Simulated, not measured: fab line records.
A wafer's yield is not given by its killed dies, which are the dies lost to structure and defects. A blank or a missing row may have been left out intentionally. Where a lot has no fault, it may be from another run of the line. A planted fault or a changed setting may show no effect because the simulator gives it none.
fab line records | flow n5-finfet
record: lots: 15 wafers: 45 last-day: 17
route steps=1938 shown BEOL_M1@765
lots untouched by any fault: they come from a run of this same line in which no faults occurred
start-h: start of the lot's first displayed wafer, in hours after the record's first day | wait-h: time in hours since the lot's previous step | " unchanged from the row above | L1.1+2: a single row standing in for several wafers | - value missing, or start not given | * or withheld: withheld | < > ~ a bound
route shown NAME@n: names a module that has steps shown in the file, with the first one's number in the route | usual: mean/standard deviation taken from wafers without a fault | same: alike in all rows | chamber/n: place in a boat | sites: per-site readings | _std_site: standard deviation of those values | _edge_site: inner sites' mean taken away from outer sites' mean | radius-mm: how far each site lies from the wafer's centre | mask NAME#n: copy n | behind: the last tool/chamber to shape the wafer | hold: reason for holding the lot/hours on hold/outcome of the hold | device: transistor that didn't switch, given as n, p or np | end of line: at the end of the route, the tests of the same wafers | a step with no rows: only its recipe | killed: dies lost to structure and defects at the first sort, not the wafer's yield | map: the dies of a wafer, with x for killed, . for not killed, _ for no die there
set.NAME: setting as actually run; set.NAME@STEP: the setting as run at that earlier step | model.NAME: the simulator's own value behind a step, which no gauge read
one table for each step of the route and one row for each wafer, over a sample of lots
services: when a tool's chamber went out of use (start-h, in hours from the record's first day, below 0 if earlier), for how many hours, and the reason
== steps ==
step: N5_BEOL_M1_OVL_MEAS_12
recipe: points-per-wafer: 522
usual: M1_OVL: 0.2/0.7
columns lot.wafer tool chamber start-h wait-h M1_OVL[nm]
L564.2 overlay-01 0 117.91 0.0 0.1
L564.5 " 0 " " 0.5
L564.6 " 0 " " 1.2
L567.1 overlay-02 0 137.87 0.0 0.0
L567.3 " 0 " " 1.0
L567.5 " 0 " " -0.3
L566.2 overlay-01 0 137.91 0.0 -0.7
L566.4 " 0 " " 0.0
L566.6 " 0 " " 0.1
L568.1 overlay-01 0 154.31 0.0 -0.8
L568.3 " 0 " " -0.1
L568.6 " 0 " " 0.7
L571.1 overlay-02 0 161.07 0.0 0.4
L571.4 " 0 " " -0.6
L571.6 " 0 " " -1.2
L573.1 overlay-01 0 174.79 0.0 0.8
L573.2 " 0 " " 0.0
L573.4 " 0 " " -0.5
L574.3 overlay-02 0 180.03 0.0 -0.2
L574.5 " 0 " " -1.6
L574.6 " 0 " " -0.6
L575.2 overlay-01 0 190.64 0.0 1.4
L575.4 " 0 " " 0.5
L575.6 " 0 " " 0.8
L576.1 overlay-02 0 192.85 0.0 0.5
L576.2 " 0 " " -0.4
L576.4 " 0 " " 0.4
L577.2 overlay-01 0 205.78 0.0 0.2
L577.5 " 0 " " 0.0
L577.6 " 0 " " 0.4
L579.2 overlay-02 0 217.28 0.0 1.2
L579.3 " 0 " " 0.3
L579.6 " 0 " " 0.7
L583.1 overlay-01 0 238.71 0.0 0.2
L583.4 " 0 " " -0.4
L583.5 " 0 " " -0.1
L585.1 overlay-01 0 251.93 0.0 -0.4
L585.3 " 0 " " -1.2
L585.4 " 0 " " 0.0
L586.2 overlay-01 0 255.72 0.0 0.5
L586.3 " 0 " " 0.8
L586.6 " 0 " " 0.2
L587.1 overlay-01 0 263.42 0.0 -0.8
L587.4 " 0 " " -0.7
L587.5 " 0 " " 0.0
step: N5_BEOL_M1_ETCH_74
recipe: chemistry: N2/H2 target: underlayer target-depth-a: 65 mask-material: CAR-EUV time-s: 5.2 ion-energy-ev: 200 pressure-mtorr: 30 source-w: 840 bias-w: 150 n2-flow-sccm: 200 h2-flow-sccm: 200 ends: cleared
usual: bias-w: 150.0/0.44 drypump-motor-current-A: 5.7/0.58 etch-rf-on-time-s: 5.17/0.1 oes-product-au: 0.67/0.08 rf-vpp-V: 524/3.4 showerhead-plenum-p-Torr: 2.55/0.11 throttle-valve-pct: 17.83/0.24
columns lot.wafer tool chamber start-h wait-h bias-w drypump-motor-current-A etch-rf-on-time-s oes-product-au rf-hours-counter-h rf-vpp-V showerhead-plenum-p-Torr throttle-valve-pct
L564.2 rie-diel-05 2 118.03 0.0 150.6 6.2 5.28 0.61 155 521 2.44 17.89
L564.5 " 3 " " 151.1 6.8 5.15 0.67 - 522 2.46 17.84
L564.6 " 2 " " 150.3 6.2 5.27 0.62 - 521 2.44 17.87
L567.1 rie-diel-01 1 138.18 0.0 150.2 5.8 5.04 0.82 17 530 2.71 17.52
L567.3 " 3 " " 150.0 4.9 5.22 0.58 237 525 2.62 17.85
L567.5 " 0 " " 150.1 6.0 5.18 0.60 - 526 2.62 18.06
L566.2 rie-diel-05 0 138.20 0.0 149.9 4.7 5.06 0.78 24 524 2.48 17.58
L566.4 " 2 " " 149.6 6.2 5.32 0.61 160 520 2.43 17.90
L566.6 " 3 " " 149.8 6.8 5.13 0.66 - 521 2.45 17.84
L568.1 rie-diel-05 2 154.44 0.0 150.1 6.2 5.32 0.61 166 519 2.43 17.91
L568.3 " 3 " " 151.0 6.8 5.13 0.67 136 521 2.45 17.87
L568.6 " 2 " " 149.9 6.2 5.31 0.61 - 521 2.43 17.90
L571.1 rie-diel-03 1 161.33 0.0 150.2 5.4 5.14 0.64 170 527 2.64 17.72
L571.4 " 3 " " 150.4 5.2 5.17 0.66 119 517 2.36 17.68
L571.6 " 0 " " 150.1 5.4 5.21 0.60 - 527 2.61 17.86
L573.1 rie-diel-05 3 174.93 0.0 149.5 6.8 5.14 0.66 143 519 2.45 17.85
L573.2 " 2 " " 150.0 6.2 5.34 0.60 171 521 2.43 17.92
L573.4 " 1 " " 149.3 6.0 5.32 0.57 248 524 2.51 18.37
L574.3 rie-diel-01 0 180.14 0.0 150.3 6.0 5.18 0.59 249 524 2.62 18.09
L574.5 " 0 " " 149.9 6.0 5.22 0.59 - 528 2.62 18.08
L574.6 " 1 " " 150.3 5.8 5.09 0.78 - 530 2.70 17.53
L575.2 rie-diel-03 1 190.77 0.0 150.1 5.4 5.21 0.62 177 526 2.63 17.74
L575.4 " 0 " " 150.4 5.4 5.30 0.59 231 528 2.61 17.87
L575.6 " 2 " " 150.1 5.2 5.31 0.63 - 524 2.65 17.70
L576.1 rie-diel-01 1 192.98 0.0 149.9 5.8 5.04 0.78 36 528 2.70 17.56
L576.2 " 2 " " 149.7 6.4 5.17 0.63 189 527 2.64 18.32
L576.4 " 0 " " 150.2 6.0 5.12 0.58 - 526 2.61 18.09
L577.2 rie-diel-05 2 205.90 0.0 149.6 6.2 5.27 0.61 183 522 2.42 17.91
L577.5 " 2 " " 149.4 6.2 5.28 0.59 - 520 2.42 17.94
L577.6 " 1 " " 150.3 6.0 5.14 0.83 - 523 2.51 17.96
L579.2 rie-diel-03 0 217.40 0.0 149.5 5.4 5.17 0.59 238 525 2.60 17.88
L579.3 " 2 " " 150.6 5.1 5.27 0.63 162 528 2.64 17.69
L579.6 " 3 " " 149.8 5.2 5.24 0.65 - 520 2.35 17.71
L583.1 rie-diel-05 0 238.86 0.0 150.0 4.7 5.05 0.72 57 525 2.47 17.61
L583.4 " 1 " " 150.4 6.0 5.20 0.79 11 521 2.51 17.95
L583.5 " 3 " " 149.8 6.8 5.20 0.64 - 523 2.44 17.87
L585.1 rie-diel-01 1 252.05 0.0 150.1 5.8 4.98 0.76 56 527 2.69 17.61
L585.3 " 0 " " 149.6 6.0 5.01 0.84 9 526 2.61 17.73
L585.4 " 0 " " 149.6 6.0 4.96 0.83 - 525 2.61 17.69
L586.2 rie-diel-03 0 255.91 0.0 149.6 5.4 5.20 0.59 251 526 2.60 17.92
L586.3 " 1 " " 150.7 5.5 5.13 0.61 197 526 2.63 17.76
L586.6 " 0 " " 150.5 5.4 5.17 0.59 - 526 2.60 17.93
L587.1 rie-diel-05 1 263.54 0.0 150.8 6.0 5.12 0.77 18 524 2.50 17.98
L587.4 " 3 " " 149.6 6.8 5.17 0.63 172 520 2.44 17.92
L587.5 " 2 " " 149.9 6.2 5.29 0.60 - 519 2.42 17.97
step: N5_BEOL_M1_ETCH_64
recipe: chemistry: N2/H2 target: SOC target-depth-a: 750 overetch-a: 150 mask-material: SiARC temp-c: 40 time-s: 112.5 ion-energy-ev: 200 pressure-mtorr: 30 source-w: 840 bias-w: 150 n2-flow-sccm: 200 h2-flow-sccm: 200
usual: bias-w: 150.0/0.45 drypump-motor-current-A: 5.7/0.58 oes-product-au: 0.62/0.068 rf-vpp-V: 524/3.1 showerhead-plenum-p-Torr: 2.55/0.11 throttle-valve-pct: 17.79/0.24
columns lot.wafer tool chamber start-h wait-h bias-w drypump-motor-current-A oes-product-au rf-hours-counter-h rf-vpp-V showerhead-plenum-p-Torr throttle-valve-pct
L564.2 rie-diel-05 2 118.07 0.0 150.0 6.2 0.58 155 521 2.44 17.85
L564.5 " 3 " " 149.4 6.8 0.63 - 522 2.46 17.79
L564.6 " 2 " " 149.8 6.2 0.58 - 521 2.44 17.85
L567.1 rie-diel-01 1 138.23 0.0 149.4 5.8 0.75 17 528 2.71 17.47
L567.3 " 3 " " 150.5 4.9 0.54 237 526 2.62 17.79
L567.5 " 0 " " 149.7 6.0 0.55 - 525 2.62 18.03
L566.2 rie-diel-05 0 138.24 0.0 149.4 4.7 0.70 24 523 2.48 17.50
L566.4 " 2 " " 149.9 6.2 0.58 160 521 2.43 17.87
L566.6 " 3 " " 150.6 6.8 0.62 - 522 2.45 17.81
L568.1 rie-diel-05 2 154.49 0.0 150.4 6.2 0.57 166 521 2.43 17.86
L568.3 " 3 " " 149.7 6.8 0.61 136 520 2.45 17.82
L568.6 " 2 " " 150.0 6.2 0.57 - 520 2.43 17.85
L571.1 rie-diel-03 1 161.37 0.0 149.2 5.5 0.59 170 527 2.64 17.70
L571.4 " 3 " " 149.8 5.2 0.62 119 519 2.36 17.62
L571.6 " 0 " " 150.5 5.4 0.55 - 526 2.61 17.83
L573.1 rie-diel-05 3 174.97 0.0 150.3 6.8 0.61 143 522 2.45 17.83
L573.2 " 2 " " 151.1 6.2 0.57 171 521 2.43 17.89
L573.4 " 1 " " 149.6 6.0 0.54 248 524 2.51 18.33
L574.3 rie-diel-01 0 180.19 0.0 149.2 6.0 0.54 249 528 2.62 18.04
L574.5 " 0 " " 150.6 6.0 0.54 - 524 2.62 18.05
L574.6 " 1 " " 149.7 5.8 0.71 - 527 2.70 17.50
L575.2 rie-diel-03 1 190.81 0.0 150.2 5.5 0.59 177 527 2.63 17.70
L575.4 " 0 " " 150.0 5.4 0.55 231 527 2.61 17.84
L575.6 " 2 " " 150.2 5.2 0.59 - 525 2.65 17.65
L576.1 rie-diel-01 1 193.02 0.0 149.7 5.8 0.72 36 528 2.70 17.52
L576.2 " 2 " " 150.5 6.4 0.59 189 526 2.64 18.26
L576.4 " 0 " " 150.6 6.0 0.54 - 526 2.61 18.05
L577.2 rie-diel-05 2 205.94 0.0 150.5 6.2 0.56 183 519 2.42 17.90
L577.5 " 2 " " 150.4 6.2 0.57 - 520 2.42 17.88
L577.6 " 1 " " 149.3 6.0 0.77 - 523 2.51 17.92
L579.2 rie-diel-03 0 217.45 0.0 150.7 5.4 0.55 238 526 2.60 17.87
L579.3 " 2 " " 150.2 5.1 0.59 162 525 2.64 17.68
L579.6 " 3 " " 149.2 5.2 0.60 - 518 2.35 17.66
L583.1 rie-diel-05 0 238.90 0.0 149.5 4.7 0.66 57 522 2.47 17.59
L583.4 " 1 " " 149.9 6.0 0.74 11 522 2.51 17.93
L583.5 " 3 " " 150.8 6.8 0.60 - 521 2.44 17.86
L585.1 rie-diel-01 1 252.10 0.0 150.2 5.8 0.68 56 529 2.69 17.56
L585.3 " 0 " " 150.1 6.0 0.76 9 526 2.61 17.66
L585.4 " 0 " " 150.2 6.0 0.76 - 525 2.61 17.65
L586.2 rie-diel-03 0 255.96 0.0 150.5 5.4 0.54 251 526 2.60 17.87
L586.3 " 1 " " 150.3 5.4 0.57 197 528 2.63 17.73
L586.6 " 0 " " 150.1 5.4 0.55 - 526 2.60 17.87
L587.1 rie-diel-05 1 263.59 0.0 150.2 6.0 0.72 18 522 2.50 17.94
L587.4 " 3 " " 150.2 6.8 0.59 172 521 2.44 17.85
L587.5 " 2 " " 150.0 6.2 0.55 - 521 2.42 17.92
step: N5_BEOL_M1_DEVELOP_27
recipe: develop-time-s: 30 developer: TMAH resist: CAR-EUV rinse-liquid: surfactant-rinse dry: air-spin dev-temp-c: 23
usual: chill-plate-temp-C: 23.01/0.11 develop-time-s: 30/0
columns lot.wafer tool chamber start-h wait-h chill-plate-temp-C develop-time-s
L564.2 litho-track-04 0 118.92 - 23.11 30
L564.5 " 0 " " 23.12 30
L564.6 " 0 " " 23.02 30
L567.1 litho-track-03 0 138.97 - 22.89 30
L567.3 " 0 " " 22.77 30
L567.5 " 0 " " 22.78 30
L566.2 litho-track-04 0 139.03 - 23.06 30
L566.4 " 0 " " 22.98 30
L566.6 " 0 " " 23.04 30
L568.1 litho-track-05 0 155.29 - 22.90 30
L568.3 " 0 " " 22.96 30
L568.6 " 0 " " 22.96 30
L571.1 litho-track-05 0 162.00 - 22.92 30
L571.4 " 0 " " 22.90 30
L571.6 " 0 " " 23.13 30
L573.1 litho-track-04 0 175.62 - 22.95 30
L573.2 " 0 " " 23.12 30
L573.4 " 0 " " 23.02 30
L574.3 litho-track-03 0 180.95 - 22.87 30
L574.5 " 0 " " 22.96 30
L574.6 " 0 " " 22.92 30
L575.2 litho-track-03 - 191.56 - - -
L575.4 " - " " - -
L575.6 " - " " - -
L576.1 litho-track-05 - 193.63 - - -
L576.2 " - " " - -
L576.4 " - " " - -
L577.2 litho-track-05 - 206.58 - - -
L577.5 " - " " - -
L577.6 " - " " - -
L579.2 litho-track-03 0 218.06 - 23.17 30
L579.3 " 0 " " 23.01 30
L579.6 " 0 " " 23.02 30
L583.1 litho-track-03 0 239.67 - 23.09 30
L583.4 " 0 " " 23.04 30
L583.5 " 0 " " 23.04 30
L585.1 litho-track-04 0 252.80 - 22.89 30
L585.3 " 0 " " 22.78 30
L585.4 " 0 " " 22.84 30
L586.2 litho-track-04 0 256.56 - 23.01 30
L586.3 " 0 " " 22.84 30
L586.6 " 0 " " 22.97 30
L587.1 litho-track-03 0 264.33 - 22.87 30
L587.4 " 0 " " 22.93 30
L587.5 " 0 " " 22.85 30
== services ==
columns tool chamber start-h hours kind
rie-diel-03 1 95.95 26.3 repair
rie-diel-05 2 110.34 6.6 repair
rie-diel-05 - 125.78 2.8 pm
rie-diel-01 3 132.83 3.4 repair
rie-diel-03 - 137.82 2.8 pm
litho-track-03 - 138.32 - consumable-replace:filter
rie-diel-01 0 171.33 5.5 repair
rie-diel-01 3 177.07 - clean
rie-diel-01 3 177.07 - consumable-replace:focus-ring
rie-diel-01 3 177.07 20.5 scheduled-down
rie-diel-01 3 177.07 20.5 vent-cycle
rie-diel-05 1 180.70 - clean
rie-diel-05 1 180.70 - consumable-replace:focus-ring
rie-diel-01 0 197.61 - clean
rie-diel-01 0 197.61 - consumable-replace:focus-ring
rie-diel-01 0 197.61 26.5 scheduled-down
rie-diel-01 0 197.61 26.5 vent-cycle
rie-diel-01 - 202.49 2.8 pm
rie-diel-01 2 247.19 13.3 repair
rie-diel-03 2 251.67 11.3 repair
rie-diel-03 0 263.00 - clean
rie-diel-03 0 263.00 - consumable-replace:focus-ring
rie-diel-03 0 263.00 18.7 scheduled-down
rie-diel-03 0 263.00 18.7 vent-cycle
== key ==
first-sign: step: N5_BEOL_M1_DEVELOP_27 reading: tool-record direction: missing
effect none on later readings
met-at N5_BEOL_M1_DEVELOP_27
struck-lots L575,L576,L577
later-rows-left-out L575.2,L575.4,L575.6,L576.1,L576.2,L576.4,L577.2,L577.5,L577.6
sort-left-out L575.2,L575.4,L575.6,L576.1,L576.2,L576.4,L577.2,L577.5,L577.6
not-acting-at N5_BEOL_M1_OVL_MEAS_12,N5_BEOL_M1_ETCH_74,N5_BEOL_M1_ETCH_64
onset-between 180.95 191.56
fault: kind: skipped-step-whole tool: litho-track-03,litho-track-05 chamber: - onset-h: 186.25 steps: N5_BEOL_M1_DEVELOP_27 scope: struck-lots-only
sort-left-out: the simulated sort isn't trusted on such a fault, so these wafers' sort isn't shown, and their yield isn't known
later-rows-left-out: the simulator's readings of these wafers behind a module that went badly wrong aren't trusted and aren't shown, but for the sort
